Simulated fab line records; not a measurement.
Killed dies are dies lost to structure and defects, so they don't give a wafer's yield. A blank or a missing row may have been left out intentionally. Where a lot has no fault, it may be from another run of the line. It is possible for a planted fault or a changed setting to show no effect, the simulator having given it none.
Matching of chambers    flow n5-finfet    4 sister chambers for N5_BEOL_M2_STRIP_19 on rie-diel-06
The step strips in O2. 16 wafers are shown with their chamber, then 8 later ones without.

WAFERS, EACH WITH ITS CHAMBER
wafer   chamber  showerhead-plenum-p-Torr (Torr)  throttle-valve-pct (%)  drypump-motor-current-A (A)
L077.3  2        2.18                             17.02                   5.5
L077.5  2        2.18                             17.04                   5.4
L077.6  3        2.10                             16.86                   6.4
L079.1  3        2.10                             16.86                   6.4
L079.3  0        2.05                             16.41                   5.7
L079.5  0        2.05                             16.44                   5.7
L080.2  0        2.05                             16.43                   5.7
L080.5  1        2.04                             16.38                   5.0
L080.6  2        2.18                             17.04                   5.4
L081.1  2        2.18                             17.04                   5.4
L081.2  1        2.04                             16.39                   5.0
L081.3  3        2.10                             16.87                   6.4
L084.1  3        2.09                             16.89                   6.4
L084.3  0        2.05                             16.43                   5.7
L084.6  3        2.09                             16.88                   6.4
L085.2  0        2.05                             16.44                   5.8

SIGNATURES (means of the wafers above)
reading                   chamber 0  chamber 1  chamber 2  chamber 3  scatter within a chamber
showerhead-plenum-p-Torr  2.0500     2.0400     2.1800     2.0960     0.00316
throttle-valve-pct        16.4300    16.3850    17.0350    16.8720    0.0117
drypump-motor-current-A   5.720      5.000      5.425      6.400      0.0359
Rule: a wafer's distance from a chamber is the root of the sum, over the readings, of the square of ((its reading less the chamber's mean) divided by the reading's scatter). The wafer belongs to the nearest chamber; if the next one is less than 2 further off, it can't be placed. How the scatter is found: for the shown wafers, subtract from each reading the mean of its chamber, square and add these, divide the total by (wafers less chambers), then take the root.

WAFERS WITH NO CHAMBER GIVEN
wafer   showerhead-plenum-p-Torr (Torr)  throttle-valve-pct (%)  drypump-motor-current-A (A)
L085.5  2.04                             16.40                   5.0
L085.6  2.17                             17.06                   5.4
L088.2  2.17                             17.05                   5.4
L088.3  2.04                             16.41                   5.0
L088.5  2.09                             16.91                   6.4
L092.4  2.17                             17.09                   5.4
L092.5  2.05                             16.46                   5.7
L092.6  2.09                             16.91                   6.4

CHAMBER TAKEN BY EACH
wafer   from the rows above  in truth
L085.5  1                    1
L085.6  2                    2
L088.2  2                    2
L088.3  1                    1
L088.5  3                    3
L092.4  2                    2
L092.5  0                    0
L092.6  3                    3
Correctly placed: 8 of 8. Not placeable from these rows: 0. Number placed wrongly: 0.
